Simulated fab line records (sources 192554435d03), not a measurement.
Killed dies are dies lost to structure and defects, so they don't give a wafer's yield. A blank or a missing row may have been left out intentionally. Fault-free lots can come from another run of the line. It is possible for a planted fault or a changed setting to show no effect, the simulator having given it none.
Matching of chambers || flow n5Finfet || N5_BEOL_M2_ETCH_77 on rieDiel-01 has 4 sister chambers
The step etches underlayer in N2/H2, target depth 6.5 nm, time 5.2 s. 4 wafers are shown with their chamber, then 7 later ones without.

WAFERS, EACH WITH ITS CHAMBER
{"wafer": "L082.5", "chamber": 0, "showerheadPlenumPTorr (Torr)": 2.63}
{"wafer": "L084.5", "chamber": 2, "showerheadPlenumPTorr (Torr)": 2.40}
{"wafer": "L087.1", "chamber": 1, "showerheadPlenumPTorr (Torr)": 2.64}
{"wafer": "L087.4", "chamber": 3, "showerheadPlenumPTorr (Torr)": 2.57}

WAFERS WHOSE CHAMBER IS MISSING
{"wafer": "L087.5", "showerheadPlenumPTorr (Torr)": 2.72}
{"wafer": "L090.3", "showerheadPlenumPTorr (Torr)": 2.62}
{"wafer": "L090.5", "showerheadPlenumPTorr (Torr)": 2.64}
{"wafer": "L090.6", "showerheadPlenumPTorr (Torr)": 2.72}
{"wafer": "L096.1", "showerheadPlenumPTorr (Torr)": 2.71}
{"wafer": "L096.2", "showerheadPlenumPTorr (Torr)": 2.56}
{"wafer": "L096.3", "showerheadPlenumPTorr (Torr)": 2.63}

THE CHAMBER EACH PASSED THROUGH
{"wafer": "L087.5", "from the rows above": "can't be placed: 1 or 0 or 3", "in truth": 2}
{"wafer": "L090.3", "from the rows above": "can't be placed: 0 or 1 or 3", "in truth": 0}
{"wafer": "L090.5", "from the rows above": "can't be placed: 1 or 0 or 3", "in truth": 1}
{"wafer": "L090.6", "from the rows above": "can't be placed: 1 or 0 or 3", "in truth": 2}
{"wafer": "L096.1", "from the rows above": "can't be placed: 1 or 0 or 3", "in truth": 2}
{"wafer": "L096.2", "from the rows above": "can't be placed: 3 or 0 or 1", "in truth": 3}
{"wafer": "L096.3", "from the rows above": "can't be placed: 0 or 1 or 3", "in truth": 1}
Correct placement for 0 of the 7. Not placeable from these rows: 7 (in 4, the candidates include the true chamber). Wrongly placed: 0.
How it was worked out, from the rows above alone: a wafer's distance from a chamber is the root of the sum, over the readings, of the square of ((its reading less the chamber's mean) divided by the reading's scatter). If the next closest chamber is less than 2 further off than the closest, the wafer can't be placed; otherwise it belongs to the closest. A chamber's mean is the mean of its shown wafers. The scatter: root of mean squared gap, hidden wafer to nearest shown wafer, with one shown wafer a chamber.
